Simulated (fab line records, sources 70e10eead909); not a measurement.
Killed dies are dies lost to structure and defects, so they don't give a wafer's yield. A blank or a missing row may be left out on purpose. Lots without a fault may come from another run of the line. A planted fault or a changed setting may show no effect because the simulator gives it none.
Which tool did it? | flow nand_harc | 11 lots, 33 wafers sampled, at 5 steps of a route of 1302

WHAT THE GAUGES READ, wafer by wafer
NHARC_END_SORT_01. Usual: killed_at_array 57, standard deviation 18; killed_at_other 0.9, standard deviation 1.3; killed_at_periphery 3.5, standard deviation 2.2; killed_dies 62, standard deviation 18; killed_open 3.0, standard deviation 1.7; killed_short 2.3, standard deviation 1.5.
lot  | measured     | on        | killed_at_array | killed_at_other | killed_at_periphery | killed_dies | killed_open | killed_short | flag
L319 | day 28 07:41 | prober-02 | 35 673 34       | 0 2 0           | 3 2 2               | 38 677 36   | 4 3 8       | 4 3 1        | OFF

WHICH TOOL RAN EACH LOT (tool, then ch and the chambers of the sampled wafers, then the start)
lot  | NHARC_A_CHANNEL_FILL_D2_ALD_15                 | NHARC_A_CHANNEL_FILL_D2_STRIP_28   | NHARC_A_STAIRCASE_ETCH_169         | NHARC_A_STAIRCASE_ETCH_170
L311 | ald_sin_batch-01 ch 0, day 14 22:27 or earlier | rie_diel-04 ch 2,3, day 14 22:27   | rie_diel-01 ch 1,2,3, day 15 23:05 | rie_diel-01 ch 0,3, no start
L312 | ald_sin_batch-01 ch 0, day 14 22:26 or earlier | rie_diel-13 ch 0,1, day 14 22:26   | rie_diel-01 ch 1,3, day 15 22:53   | rie_diel-01 ch 1,2, no start
L319 | ald_sin_batch-02 ch 0, day 17 17:29 or earlier | rie_diel-04 ch 2,3, day 17 17:29   | rie_diel-09 ch 0,1,3, day 18 23:19 | rie_diel-09 ch 1,2, day 28 07:41 or earlier
L325 | ald_sin_batch-03 ch 0, day 21 04:52 or earlier | rie_diel-13 ch 0,1,3, day 21 04:52 | rie_diel-01 ch 0,2,3, day 22 05:14 | rie_diel-01 ch 0,1,3, no start
L328 | ald_sin_batch-03 ch 0, day 21 04:52 or earlier | rie_diel-11 ch 1,2, day 21 04:52   | rie_diel-09 ch 0,2,3, day 22 05:05 | rie_diel-09 ch 1,2, no start
L329 | ald_sin_batch-03 ch 0, day 22 01:47 or earlier | rie_diel-13 ch 0,3, day 22 01:47   | rie_diel-09 ch 0,1,2, day 23 03:52 | rie_diel-09 ch 0,2, no start
L330 | ald_sin_batch-01 ch 0, day 22 08:44 or earlier | rie_diel-04 ch 0,1,3, day 22 08:44 | rie_diel-01 ch 1,2,3, day 23 13:30 | rie_diel-01 ch 0,1,2, no start
L331 | ald_sin_batch-02 ch 0, day 22 17:10 or earlier | rie_diel-04 ch 2,3, day 22 17:10   | rie_diel-05 ch 2,3, day 23 22:23   | rie_diel-05 ch 0,1,2, no start
L332 | ald_sin_batch-02 ch 0, day 22 17:08 or earlier | rie_diel-11 ch 1,2,3, day 22 17:08 | rie_diel-09 ch 0,1, day 23 19:34   | rie_diel-09 ch 0,2,3, no start
L333 | ald_sin_batch-02 ch 0, day 23 08:24 or earlier | rie_diel-11 ch 0,1,2, day 23 08:24 | rie_diel-05 ch 0,2, day 24 09:20   | rie_diel-05 ch 0,3, no start
L334 | ald_sin_batch-02 ch 0, day 24 03:59 or earlier | rie_diel-13 ch 1,2,3, day 24 03:59 | rie_diel-09 ch 1,2,3, day 25 08:13 | rie_diel-09 ch 0,1,2, no start
- NHARC_A_CHANNEL_FILL_D2_ALD_15: deposits SiNx, target thk 2 nm, pulse time 60 s, ald cycles 19.
- NHARC_A_CHANNEL_FILL_D2_STRIP_28: strips in O2, time 20 s.
- NHARC_A_STAIRCASE_ETCH_169: etches the open film in CH3F/O2, target depth 50 nm, time 107.1 s.
- NHARC_A_STAIRCASE_ETCH_170: etches the open film in C4F6/O2, target depth 200 nm, time 66.667 s.

WHAT THE TOOLS THEMSELVES READ (means of the sampled wafers that have a number; where no wafer has one, the mark that the record gives instead)
NHARC_A_CHANNEL_FILL_D2_ALD_15. Usual: precursor_pulse_height_rel 0.999, standard deviation 0.019; susceptor_temp_C 630.0 C, standard deviation 0.3.
lot  | tool             | precursor_pulse_height_rel | susceptor_temp_C (C) | flag
L311 | ald_sin_batch-01 | 0.993                      | 629.9                |
L312 | ald_sin_batch-01 | 0.984                      | 630.1                |
L319 | ald_sin_batch-02 | 0.995                      | 630.3                |
L325 | ald_sin_batch-03 | 1.004                      | -                    | OFF
L328 | ald_sin_batch-03 | 1.006                      | -                    | OFF
L329 | ald_sin_batch-03 | 0.996                      | -                    | OFF
L330 | ald_sin_batch-01 | 0.984                      | 629.7                |
L331 | ald_sin_batch-02 | 1.014                      | -                    | OFF
L332 | ald_sin_batch-02 | 0.992                      | -                    | OFF
L333 | ald_sin_batch-02 | 1.007                      | 629.9                |
L334 | ald_sin_batch-02 | 0.984                      | 629.9                |

NHARC_A_CHANNEL_FILL_D2_STRIP_28. Usual: chamber_pressure_mTorr 60.00 mTorr, standard deviation 0.055; drypump_motor_current_A 5.7 A, standard deviation 0.4; oes_product_au 1.004 a.u., standard deviation 0.0092; rf_vpp_V 57.7 V, standard deviation 0.86; showerhead_plenum_p_Torr 3.49 Torr, standard deviation 0.15; throttle_valve_pct 17.037 %, standard deviation 0.0083.
lot  | tool        | chamber_pressure_mTorr (mTorr) | drypump_motor_current_A (A) | oes_product_au (a.u.) | rf_vpp_V (V) | showerhead_plenum_p_Torr (Torr) | throttle_valve_pct (%) | flag
L311 | rie_diel-04 | 60.01                          | 5.5                         | 1.010                 | 58.3         | 3.52                            | 17.037                 |
L312 | rie_diel-13 | 59.99                          | 5.3                         | 1.016                 | 56.3         | 3.50                            | 17.035                 |
L319 | rie_diel-04 | 60.00                          | 5.8                         | 1.004                 | 57.0         | 3.42                            | 17.040                 |
L325 | rie_diel-13 | 59.95                          | 5.6                         | 1.003                 | 58.4         | 3.50                            | 17.033                 |
L328 | rie_diel-11 | 60.00                          | 6.0                         | 0.996                 | 57.8         | 3.32                            | 17.034                 |
L329 | rie_diel-13 | 59.97                          | 5.9                         | 0.993                 | 57.6         | 3.50                            | 17.041                 |
L330 | rie_diel-04 | 60.00                          | 5.8                         | 0.992                 | 57.4         | 3.42                            | 17.035                 |
L331 | rie_diel-04 | 59.99                          | 5.8                         | 0.989                 | 57.7         | 3.42                            | 17.036                 |
L332 | rie_diel-11 | 60.07                          | 5.6                         | 1.015                 | 57.0         | 3.44                            | 17.041                 |
L333 | rie_diel-11 | 59.93                          | 5.8                         | 1.003                 | 57.2         | 3.45                            | 17.034                 |
L334 | rie_diel-13 | 59.97                          | 5.8                         | 1.000                 | 57.7         | 3.40                            | 17.033                 |

NHARC_A_STAIRCASE_ETCH_169. Usual: chamber_pressure_mTorr 24.996 mTorr, standard deviation 0.021; drypump_motor_current_A 5.9 A, standard deviation 0.42; oes_product_au 0.959 a.u., standard deviation 0.016; rf_vpp_V 245.1 V, standard deviation 1.5; run_length_s 128.4 s, standard deviation 0.54; showerhead_plenum_p_Torr 2.51 Torr, standard deviation 0.093; throttle_valve_pct 20.663 %, standard deviation 0.0099.
lot  | tool        | chamber_pressure_mTorr (mTorr) | drypump_motor_current_A (A) | oes_product_au (a.u.) | rf_vpp_V (V) | run_length_s (s) | showerhead_plenum_p_Torr (Torr) | throttle_valve_pct (%) | flag
L311 | rie_diel-01 | 24.984                         | 5.8                         | 0.940                 | 243.2        | 128.5            | 2.41                            | 20.665                 |
L312 | rie_diel-01 | 25.005                         | 5.6                         | 0.959                 | 243.8        | 128.6            | 2.47                            | 20.657                 |
L319 | rie_diel-09 | 24.982                         | 6.0                         | 0.947                 | 245.1        | 104.6            | 2.57                            | 20.677                 | OFF
L325 | rie_diel-01 | 25.005                         | 6.0                         | 0.977                 | 243.6        | 128.7            | 2.37                            | 20.658                 |
L328 | rie_diel-09 | 25.003                         | 6.1                         | 0.959                 | 245.3        | 128.1            | 2.54                            | 20.670                 |
L329 | rie_diel-09 | 24.987                         | 5.9                         | 0.971                 | 244.9        | 128.2            | 2.51                            | 20.673                 |
L330 | rie_diel-01 | 24.982                         | 5.8                         | 0.944                 | 244.1        | 128.6            | 2.39                            | 20.656                 |
L331 | rie_diel-05 | 25.002                         | 5.4                         | 0.971                 | 245.5        | 129.1            | 2.58                            | 20.650                 |
L332 | rie_diel-09 | 24.993                         | 5.8                         | 0.969                 | 245.1        | 127.9            | 2.51                            | 20.660                 |
L333 | rie_diel-05 | 24.981                         | 5.6                         | 0.965                 | 244.9        | 128.9            | 2.48                            | 20.661                 |
L334 | rie_diel-09 | 24.985                         | 6.2                         | 0.950                 | 245.9        | 127.9            | 2.53                            | 20.665                 |

NHARC_A_STAIRCASE_ETCH_170. Usual: chamber_pressure_mTorr 30.005 mTorr, standard deviation 0.028; drypump_motor_current_A 5.8 A, standard deviation 0.43; oes_product_au 0.978 a.u., standard deviation 0.014; rf_vpp_V 548.1 V, standard deviation 2.9; run_length_s 87.9 s, standard deviation 0.55; showerhead_plenum_p_Torr 3.99 Torr, standard deviation 0.14; throttle_valve_pct 26.903 %, standard deviation 0.0084.
lot  | tool        | chamber_pressure_mTorr (mTorr) | drypump_motor_current_A (A) | oes_product_au (a.u.) | rf_vpp_V (V) | run_length_s (s) | showerhead_plenum_p_Torr (Torr) | throttle_valve_pct (%) | flag
L311 | rie_diel-01 | 29.997                         | 5.9                         | 0.965                 | 547.1        | 88.3             | 3.89                            | 26.907                 |
L312 | rie_diel-01 | 30.004                         | 6.0                         | 0.981                 | 543.7        | 88.1             | 3.77                            | 26.899                 |
L319 | rie_diel-09 | 30.017                         | 6.1                         | 0.999                 | 548.4        | 87.5             | 3.99                            | 26.905                 |
L325 | rie_diel-01 | 29.997                         | 5.7                         | 0.981                 | 544.6        | 88.5             | 3.83                            | 26.906                 |
L328 | rie_diel-09 | 29.994                         | 6.1                         | 0.987                 | 547.6        | 87.4             | 3.98                            | 26.905                 |
L329 | rie_diel-09 | 30.004                         | 6.0                         | 0.976                 | 546.9        | 87.8             | 3.97                            | 26.909                 |
L330 | rie_diel-01 | 29.992                         | 5.9                         | 0.973                 | 543.5        | 88.3             | 3.74                            | 26.907                 |
L331 | rie_diel-05 | 30.005                         | 5.6                         | 0.983                 | 549.4        | 88.3             | 4.01                            | 26.899                 |
L332 | rie_diel-09 | 30.006                         | 6.1                         | 0.977                 | 548.5        | 87.7             | 4.04                            | 26.902                 |
L333 | rie_diel-05 | 30.007                         | 5.1                         | 0.998                 | 549.7        | 88.1             | 4.09                            | 26.899                 |
L334 | rie_diel-09 | 30.000                         | 6.0                         | 0.984                 | 547.8        | 87.3             | 3.98                            | 26.904                 |

THE ANSWER, worked out from the rows above alone
Rule: a lot is off if the mean of its wafers that have a number lies more than 3 standard deviations from the usual mean. A lot without any number at a reading at which 4 lots or more have one is off too. The other lots that the step has rows for count as sound. The gauges are gone through in route order, then the tools' own readings, and for those a lot's mean is taken as printed above. The first step at which some lot is off is used, and at that step the reading that is off furthest; a lot without a number counts as furthest.
Off: L319, at NHARC_END_SORT_01 (killed_at_array). Neither off nor sound, because the step has no rows for them: L311, L312, L325, L328, L329, L330, L331, L332, L333, L334.
A tool fits if, at a process step before that reading, it ran every lot that is off, and no sound lot after the first of them. The gauges at NHARC_END_SORT_01 aren't tried: what is off there is off at NHARC_A_STAIRCASE_ETCH_169 too, on other tools, and a gauge's error can't cause that. NHARC_A_CHANNEL_FILL_D2_ALD_15 gives no start for some lots, so the hours and the order of its lots are those of NHARC_A_CHANNEL_FILL_D2_STRIP_28. NHARC_A_STAIRCASE_ETCH_170 gives no start for some lots, so the hours and the order of its lots are those of NHARC_END_SORT_01. Can't be told from this: 3 tools fit, ald_sin_batch-02 at NHARC_A_CHANNEL_FILL_D2_ALD_15, rie_diel-04 at NHARC_A_CHANNEL_FILL_D2_STRIP_28, rie_diel-09 at NHARC_A_STAIRCASE_ETCH_169 and NHARC_A_STAIRCASE_ETCH_170.

WHAT THE SIMULATOR HAD PUT IN
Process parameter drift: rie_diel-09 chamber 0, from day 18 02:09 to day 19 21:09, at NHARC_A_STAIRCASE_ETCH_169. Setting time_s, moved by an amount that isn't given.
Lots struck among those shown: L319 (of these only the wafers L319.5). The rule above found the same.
